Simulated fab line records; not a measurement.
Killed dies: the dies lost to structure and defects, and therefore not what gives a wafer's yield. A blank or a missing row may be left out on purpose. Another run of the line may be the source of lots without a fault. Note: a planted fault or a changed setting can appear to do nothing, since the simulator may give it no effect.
Matching of chambers | flow nand harc | NHARC_A_WL_FILL_ETCHBACK_26 on rie si-06 has 4 sister chambers
The step etches the open film in HBr, target depth 52 nm, time 13.3 s. 8 wafers are shown with their chamber, then 10 later ones without.

EACH WAFER AND ITS CHAMBER
wafer  | chamber | drypump motor current A (A) | throttle valve pct (%)
L084.4 | 0       | 5.3                         | 23.262
L083.2 | 0       | 5.4                         | 23.262
L083.3 | 1       | 6.0                         | 23.262
L083.4 | 3       | 5.8                         | 23.270
L083.5 | 2       | 5.4                         | 23.275
L083.6 | 1       | 5.9                         | 23.274
L087.3 | 3       | 5.8                         | 23.259
L087.4 | 2       | 5.4                         | 23.267

WAFERS MISSING THEIR CHAMBER
wafer  | drypump motor current A (A) | throttle valve pct (%)
L087.6 | 5.4                         | 23.269
L093.3 | 5.9                         | 23.265
L093.4 | 5.8                         | 23.266
L093.6 | 5.9                         | 23.277
L092.4 | 5.8                         | 23.256
L092.5 | 5.4                         | 23.277
L092.6 | 6.0                         | 23.290
L095.2 | 5.4                         | 23.257
L095.3 | 6.0                         | 23.254
L095.6 | 5.4                         | 23.254

WHICH CHAMBER EACH ONE RAN IN
wafer  | from the rows above     | in truth
L087.6 | can't be placed: 2 or 0 | 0
L093.3 | can't be placed: 1 or 3 | 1
L093.4 | 3                       | 3
L093.6 | can't be placed: 1 or 3 | 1
L092.4 | 3                       | 3
L092.5 | can't be placed: 2 or 0 | 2
L092.6 | 1                       | 1
L095.2 | can't be placed: 0 or 2 | 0
L095.3 | can't be placed: 1 or 3 | 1
L095.6 | can't be placed: 0 or 2 | 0
Correct placement for 3 of the 10. From these rows, 7 cannot be placed; in 7 the true chamber is one of the candidates. Placed wrongly: 0.
How it was worked out, from the rows above alone: a wafer's distance from a chamber is the root of the sum, over the readings, of the square of ((its reading less the chamber's mean) divided by the reading's scatter). If the next closest chamber is less than 2 further off than the closest, the wafer can't be placed; otherwise it belongs to the closest. A chamber's mean is the mean of its shown wafers. The scatter: take each reading less its chamber's mean, square it, sum over the shown wafers, divide by the number of wafers less the number of chambers, and take the root.
